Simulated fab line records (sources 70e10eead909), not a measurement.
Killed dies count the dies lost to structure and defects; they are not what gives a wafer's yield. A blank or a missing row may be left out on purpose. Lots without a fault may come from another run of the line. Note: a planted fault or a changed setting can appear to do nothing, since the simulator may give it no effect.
Chamber matching | flow nand harc | rie diel-13 running NHARC_A_BLC_DESCUM_15: 4 sister chambers
The step chemistry O2, time 3 s. 24 wafers are shown with their chamber, then 12 later ones without.

## WAFERS WITH THEIR CHAMBER
wafer  | chamber | showerhead plenum p Torr (Torr) | drypump motor current A (A) | oes product au (a.u.)
L074.3 | 3       | 1.81                            | 5.9                         | 0.988
L074.4 | 1       | 1.98                            | 4.8                         | 1.004
L074.6 | 2       | 1.82                            | 5.6                         | 1.001
L076.2 | 1       | 1.98                            | 4.7                         | 1.004
L076.4 | 0       | 1.90                            | 5.6                         | 1.005
L076.5 | 0       | 1.90                            | 5.7                         | 1.006
L080.3 | 3       | 1.81                            | 5.9                         | 1.001
L080.5 | 1       | 1.98                            | 4.8                         | 1.003
L080.6 | 0       | 1.90                            | 5.6                         | 1.011
L085.3 | 2       | 1.81                            | 5.6                         | 1.015
L085.4 | 3       | 1.80                            | 5.9                         | 0.994
L085.6 | 0       | 1.90                            | 5.6                         | 1.005
L084.1 | 3       | 1.80                            | 5.9                         | 1.000
L084.2 | 2       | 1.81                            | 5.6                         | 1.003
L084.4 | 1       | 1.98                            | 4.7                         | 1.009
L087.2 | 1       | 1.98                            | 4.7                         | 1.008
L087.3 | 3       | 1.80                            | 5.9                         | 1.007
L087.6 | 2       | 1.81                            | 5.6                         | 1.014
L086.1 | 2       | 1.81                            | 5.6                         | 1.007
L086.2 | 1       | 1.98                            | 4.7                         | 0.989
L086.6 | 2       | 1.81                            | 5.6                         | 1.000
L088.2 | 3       | 1.80                            | 5.9                         | 1.008
L088.4 | 1       | 1.98                            | 4.8                         | 0.999
L088.5 | 1       | 1.98                            | 4.8                         | 0.996

SIGNATURES, as means of the wafers listed above
reading                  | chamber 0 | chamber 1 | chamber 2 | chamber 3 | scatter within a chamber
showerhead plenum p Torr | 1.9000    | 1.9800    | 1.8117    | 1.8033    | 0.00329
drypump motor current A  | 5.625     | 4.750     | 5.600     | 5.900     | 0.0371
oes product au           | 1.00675   | 1.00150   | 1.00667   | 0.99967   | 0.00647
Rule: a wafer lies at a distance from a chamber equal to the root of the sum of squares, over the readings, of (its reading less the chamber's mean, divided by the reading's scatter). The wafer belongs to the nearest chamber; if the next one is less than 2 further off, it can't be placed. The scatter: the root of (the sum of the squares of (reading less its chamber's mean) over the shown wafers, divided by (wafers less chambers)).

## WAFERS WITH NO CHAMBER GIVEN
wafer  | showerhead plenum p Torr (Torr) | drypump motor current A (A) | oes product au (a.u.)
L089.3 | 1.81                            | 5.7                         | 1.007
L089.4 | 1.98                            | 4.8                         | 1.006
L089.5 | 1.98                            | 4.7                         | 1.009
L092.2 | 1.98                            | 4.8                         | 0.997
L092.3 | 1.80                            | 5.9                         | 0.992
L092.5 | 1.81                            | 5.6                         | 0.989
L096.4 | 1.89                            | 5.6                         | 1.009
L096.5 | 1.89                            | 5.6                         | 1.005
L096.6 | 1.80                            | 5.9                         | 1.000
L097.3 | 1.97                            | 4.7                         | 1.003
L097.5 | 1.80                            | 5.9                         | 0.997
L097.6 | 1.89                            | 5.6                         | 1.002

## CHAMBER TAKEN BY EACH
wafer  | from the rows above | in truth
L089.3 | 2                   | 2
L089.4 | 1                   | 1
L089.5 | 1                   | 1
L092.2 | 1                   | 1
L092.3 | 3                   | 3
L092.5 | 2                   | 2
L096.4 | 0                   | 0
L096.5 | 0                   | 0
L096.6 | 3                   | 3
L097.3 | 1                   | 1
L097.5 | 3                   | 3
L097.6 | 0                   | 0
Correctly placed: 12 of 12. Number that these rows cannot place: 0. Number placed wrongly: 0.
